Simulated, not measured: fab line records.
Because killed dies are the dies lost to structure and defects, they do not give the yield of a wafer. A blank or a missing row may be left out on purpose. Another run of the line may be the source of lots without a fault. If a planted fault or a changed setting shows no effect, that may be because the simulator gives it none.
Struck lot and sound lot, side by side | flow nand harc | 14 steps out of a route of 1302
Sound: the wafers L626.2, L626.4, L626.6. Wafers struck: L616.1, L616.3. At the end, the cause is stated.
At each step with rows: each side's tool, then ch and its chambers, then its first start. Under that, the readings that differ: sound wafers | struck wafers | difference of the means | sigmas: that difference in standard deviations of wafers without a fault.
alike: a reading whose means differ by less than 2 such deviations, as well as words and numbers matching on both sides. not compared: withheld readings; readings where some wafer has no value; bounds like >300 that might hide an equal value; numbers whose values overlap and for which the record gives no deviation.
A row with sigmas, a row that says differs or no value, or rows on one side alone: a step with any of these is where the two part. When numbers do not overlap yet have no deviation, they are printed without sigmas and do not part them. A reading that every wafer of one side lacks parts them only if that side has two wafers or more.

first, 10 steps without rows for these wafers: NHARC_A_STAIRCASE_SRD_241; NHARC_A_STAIRCASE_DEHYDRATE_242 (time 120 s); NHARC_A_STAIRCASE_HMDS_243 (time 30 s); NHARC_A_STAIRCASE_COAT_244; NHARC_A_STAIRCASE_SOFTBAKE_245 (time 170 s); NHARC_A_STAIRCASE_EBR_246; NHARC_A_STAIRCASE_EXPOSE_247 (exposes mask SDS 1); NHARC_A_STAIRCASE_PEB_248 (peb time 130 s); NHARC_A_STAIRCASE_DEVELOP_249 (time 140 s); NHARC_A_STAIRCASE_HARDBAKE_251 (time 140 s).
NHARC_A_STAIRCASE_DESCUM_252: chemistry O2, time 3 s.
  sound on rie diel-02 ch 1,2, day 23 15:47; struck on rie diel-11 ch 1,2, day 19 21:20
  alike: drypump motor current A, oes product au, rf vpp V, showerhead plenum p Torr, throttle valve pct
  not compared: rf hours counter h
NHARC_A_STAIRCASE_ETCH_253: etches the open film in C4F8/O2, target depth 50 nm, time 20.2 s.
  sound on rie diel-02 ch 1,2, day 23 15:53; struck on rie diel-11 ch 0,1, day 19 21:25
  reading          | sound          | struck    | difference | sigmas
  run length s (s) | 41.9 41.5 41.6 | 38.5 38.6 | -3.1       | -6
  alike: oes product au, rf vpp V
  not compared: rf hours counter h
NHARC_A_STAIRCASE_STRIP_254: strips in O2.
  sound on plasma asher-01 ch 0,1, day 23 16:01; struck on plasma asher-01 ch 0, day 19 21:29
  alike: drypump motor current A, heater power w
  not compared: rf hours counter h
next, for these wafers, 1 step has no rows: NHARC_END_SORT_01.

== WHERE THEY PART ==
At NHARC_A_STAIRCASE_ETCH_253 and nowhere else, as far as this record goes. Later steps at which nothing parts them and some readings are alike: NHARC_A_STAIRCASE_STRIP_254.

WHY: whatever the simulator had introduced
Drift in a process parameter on rie diel-11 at NHARC_A_STAIRCASE_ETCH_253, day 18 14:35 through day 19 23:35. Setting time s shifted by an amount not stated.
